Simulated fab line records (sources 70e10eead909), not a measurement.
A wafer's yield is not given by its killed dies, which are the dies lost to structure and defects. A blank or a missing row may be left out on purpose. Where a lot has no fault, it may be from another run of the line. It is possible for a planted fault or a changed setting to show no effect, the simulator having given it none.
Matching of chambers	flow nand-harc	NHARC_A_BLC_DESCUM_15 on rie-diel-06: 4 sister chambers
The step chemistry O2, time 3 s. 24 wafers are shown with their chamber, then 12 later ones without.

## WAFERS PAIRED WITH THEIR CHAMBERS
wafer	chamber	showerhead-plenum-p-Torr (Torr)	drypump-motor-current-A (A)	rf-vpp-V (V)
L074.1	2	2.01	6.2	58.7
L074.5	3	2.01	5.3	58.1
L074.6	0	1.84	6.5	55.8
L076.1	0	1.84	6.5	56.8
L076.3	1	2.02	5.8	56.5
L076.6	0	1.84	6.5	57.9
L077.3	1	2.02	5.8	56.2
L077.4	2	2.01	6.1	58.3
L077.6	3	2.01	5.3	58.1
L080.1	2	2.01	6.2	58.2
L080.2	1	2.02	5.7	57.8
L080.4	0	1.83	6.5	57.4
L084.3	0	1.83	6.4	56.2
L084.5	3	2.01	5.3	58.4
L084.6	2	2.01	6.1	57.2
L086.4	2	2.01	6.2	57.9
L086.5	2	2.01	6.2	59.1
L086.6	1	2.02	5.7	57.2
L087.1	1	2.01	5.7	58.5
L087.4	0	1.83	6.5	58.2
L087.6	0	1.83	6.5	57.1
L088.1	2	2.01	6.1	58.2
L088.2	3	2.01	5.3	58.3
L088.3	1	2.01	5.8	57.8

SIGNATURES, as means of the wafers listed above
reading	chamber 0	chamber 1	chamber 2	chamber 3	scatter within a chamber
showerhead-plenum-p-Torr	1.8343	2.0167	2.0100	2.0100	0.0039
drypump-motor-current-A	6.486	5.750	6.157	5.300	0.0451
rf-vpp-V	57.057	57.333	58.229	58.225	0.726
Rule: a wafer lies at a distance from a chamber equal to the root of the sum of squares, over the readings, of (its reading less the chamber's mean, divided by the reading's scatter). The wafer belongs to the nearest chamber; if the next one is less than 2 further off, it can't be placed. The scatter: the root of (the sum of the squares of (reading less its chamber's mean) over the shown wafers, divided by (wafers less chambers)).

## WAFERS MISSING THEIR CHAMBER
wafer	showerhead-plenum-p-Torr (Torr)	drypump-motor-current-A (A)	rf-vpp-V (V)
L092.3	2.01	5.8	56.9
L092.4	2.01	6.2	58.0
L092.6	2.01	5.3	58.6
L096.2	2.01	5.7	58.0
L096.3	2.00	6.1	56.7
L096.5	2.01	5.7	57.6
L097.3	1.83	6.5	57.3
L097.4	2.00	6.1	58.8
L097.5	2.00	6.1	58.4
L095.4	1.83	6.5	59.0
L095.5	1.83	6.5	57.8
L095.6	2.00	5.3	56.8

## WHICH CHAMBER EACH WENT THROUGH
wafer	from the rows above	in truth
L092.3	1	1
L092.4	2	2
L092.6	3	3
L096.2	1	1
L096.3	2	2
L096.5	1	1
L097.3	0	0
L097.4	2	2
L097.5	2	2
L095.4	0	0
L095.5	0	0
L095.6	3	3
Placed correctly: 12 of 12. From these rows, 0 cannot be placed. Placed wrongly: 0.
